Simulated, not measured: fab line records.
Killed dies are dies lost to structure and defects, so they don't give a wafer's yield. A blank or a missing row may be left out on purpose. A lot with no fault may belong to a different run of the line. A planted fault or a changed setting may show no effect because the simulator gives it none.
Comparing a struck lot with a sound one + flow n5-finfet + 15 steps out of a route of 1938
Sound: wafers L919.2, L919.3, L919.5. Struck: wafers L932.2, L932.3, L932.5. The cause is named last.
Order at every step that has rows: each side's tool, ch and its chambers, its first start. Under that, the readings that differ: sound wafers + struck wafers + difference of the means + sigmas: that difference in standard deviations of wafers without a fault.
alike: words and numbers the same on both sides, and readings whose means are apart by under 2 such deviations; not compared: readings that were withheld, readings missing a value for some wafer, numbers with overlapping values and no deviation given by the record, and bounds like >300 which may hide the same value.
Wherever a step has rows on one side only, a row that says differs or no value, or a row with sigmas, the two part there. When numbers do not overlap yet have no deviation, they are printed without sigmas and do not part them. A reading that every wafer of one side lacks parts them only if that side has two wafers or more.

N5_HKMG_FIN_INSPECT_61: inspects for defects (macro).
  struck on defect-inspect-02, day 7 22:17; sound on defect-inspect-02, day 4 11:25
  alike: raw-defect-count
then, 1 step without rows for these wafers: N5_HKMG_FIN_DESCUM_53 (chemistry O2, time 7.9 s).
N5_HKMG_FIN_ETCH_54: etches SiARC in CF4, target depth 45.5 nm, time 75.8 s.
  sound on rie-diel-06 ch 1,2,3, day 4 11:37; struck on rie-diel-06 ch 0,3, day 7 22:22
  alike: bias-w, cf4-flow-sccm, drypump-motor-current-A, etch-rf-on-time-s, oes-product-au, rf-vpp-V, showerhead-plenum-p-Torr, throttle-valve-pct
  not compared: rf-hours-counter-h
N5_HKMG_FIN_ETCH_55: etches SOC in N2/H2, target depth 240 nm, time 300 s.
  sound on rie-diel-06 ch 1,2,3, day 4 11:41; struck on rie-diel-06 ch 0,3, day 7 22:25
  alike: bias-w, drypump-motor-current-A, oes-product-au, rf-vpp-V, showerhead-plenum-p-Torr, temp-c, throttle-valve-pct
  not compared: rf-hours-counter-h
then, 1 step without rows for these wafers: N5_HKMG_FIN_STRIP_56 (strips in N2/H2).
N5_HKMG_FIN_STRIP_57: strips in CF4.
  sound on rie-diel-06 ch 1,2,3, day 4 11:52; struck on rie-diel-06 ch 0,3, day 7 22:36
  alike: cf4-flow-sccm, drypump-motor-current-A, oes-product-au, power-w, rf-vpp-V, showerhead-plenum-p-Torr, throttle-valve-pct
  not compared: rf-hours-counter-h
N5_HKMG_FIN_ETCH_58: etches SOC in N2/H2, target depth 215.8 nm, time 741 s.
  sound on rie-diel-06 ch 1,2,3, day 4 11:53; struck on rie-diel-06 ch 0,3, day 7 22:37
  alike: bias-w, drypump-motor-current-A, oes-product-au, rf-vpp-V, showerhead-plenum-p-Torr, throttle-valve-pct
  not compared: rf-hours-counter-h
then, 2 steps without rows for these wafers: N5_HKMG_FIN_STRIP_93 (strips SOC in N2/H2, time 20 s); N5_HKMG_FIN_WET_ETCH_76 (etches Al2O3 in dNH4OH, stops on La2O3, target depth 2.25 nm, rinse time 30 s).
N5_HKMG_FIN_STRIP_60: strips in N2/H2, time 360 s.
  sound on plasma-asher-01 ch 0,1, day 4 12:28; struck on plasma-asher-01 ch 1, day 7 23:13
  alike: drypump-motor-current-A, heater-power-w, temp-c
  not compared: rf-hours-counter-h
then, 2 steps without rows for these wafers: N5_HKMG_FIN_WET_ETCH_77 (etches La2O3 in dHCl, stops on HfO2, target depth 2 nm); N5_HKMG_FIN_WET_ETCH_78 (etches Al2O3 in dNH4OH, stops on La2O3, target depth 4.5 nm, rinse time 30 s).
N5_HKMG_FIN_ALD_79: deposits TiN, target thk 1.5 nm, pulse time 1 s, purge time 3 s.
  sound on ald-metal-03 ch 2,3, day 4 12:58; struck on ald-metal-01 ch 0,1,2, day 7 23:42
  no value came back on the struck wafers for any of 5 readings (ald-cycles, chamber-pressure-Torr (Torr) and others); on the sound wafers ald-cycles reads 68 68 68
then, 1 step without rows for these wafers: N5_HKMG_FIN_CVD_62 (deposits a-Si from Si2H6, target thk 3 nm, time 20.8 s).
N5_PASSIVATION_PROBE_49:
  rows exist in the record for the sound wafers here (prober-01, day 13 02:47), none for the struck ones

== WHERE THEY PART ==
Earliest at N5_HKMG_FIN_ALD_79; latest, in this record, at N5_PASSIVATION_PROBE_49.

WHY: what the simulator had put in
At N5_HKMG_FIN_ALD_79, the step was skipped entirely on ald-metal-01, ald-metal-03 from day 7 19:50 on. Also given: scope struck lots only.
